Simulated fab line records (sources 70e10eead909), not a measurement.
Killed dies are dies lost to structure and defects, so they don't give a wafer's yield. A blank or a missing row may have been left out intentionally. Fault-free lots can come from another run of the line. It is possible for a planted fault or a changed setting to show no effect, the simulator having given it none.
Matching of chambers :: flow nand_harc :: NHARC_A_DECK1_JOINT_ETCHBACK_00 on rie_si-06: 4 sister chambers
The step etches the open film in HBr, target depth 30 nm, time 17.4 s. 4 wafers are shown with their chamber, then 7 later ones without.

WAFERS, EACH WITH ITS CHAMBER
wafer: L086.3
chamber: 1
oes_product_au (a.u.): 1.019

wafer: L090.5
chamber: 3
oes_product_au (a.u.): 0.997

wafer: L092.1
chamber: 0
oes_product_au (a.u.): 0.975

wafer: L092.3
chamber: 2
oes_product_au (a.u.): 0.998

WAFERS WITHOUT THEIR CHAMBER
wafer: L092.4
oes_product_au (a.u.): 0.993

wafer: L093.1
oes_product_au (a.u.): 1.021

wafer: L093.2
oes_product_au (a.u.): 1.011

wafer: L093.6
oes_product_au (a.u.): 1.013

wafer: L095.1
oes_product_au (a.u.): 1.017

wafer: L095.2
oes_product_au (a.u.): 1.018

wafer: L095.5
oes_product_au (a.u.): 1.015

CHAMBER TAKEN BY EACH
wafer: L092.4
from the rows above: can't be placed: 3 or 2
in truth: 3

wafer: L093.1
from the rows above: 1
in truth: 1

wafer: L093.2
from the rows above: can't be placed: 1 or 2 or 3
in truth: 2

wafer: L093.6
from the rows above: 1
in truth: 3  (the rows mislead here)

wafer: L095.1
from the rows above: 1
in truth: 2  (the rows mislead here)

wafer: L095.2
from the rows above: 1
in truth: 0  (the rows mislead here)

wafer: L095.5
from the rows above: 1
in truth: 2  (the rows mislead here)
Correct placement for 1 of the 7. Cannot be placed on the basis of these rows: 2; the candidates contain the true chamber in 2. Placed wrongly: 4.
How it was worked out, from the rows above alone: a wafer's distance from a chamber is the root of the sum, over the readings, of the square of ((its reading less the chamber's mean) divided by the reading's scatter). If the next closest chamber is less than 2 further off than the closest, the wafer can't be placed; otherwise it belongs to the closest. Each chamber's mean is taken over the wafers shown for it. The scatter: with one shown wafer a chamber, the root of the mean of the squares of how far each hidden wafer lies from its nearest shown one.
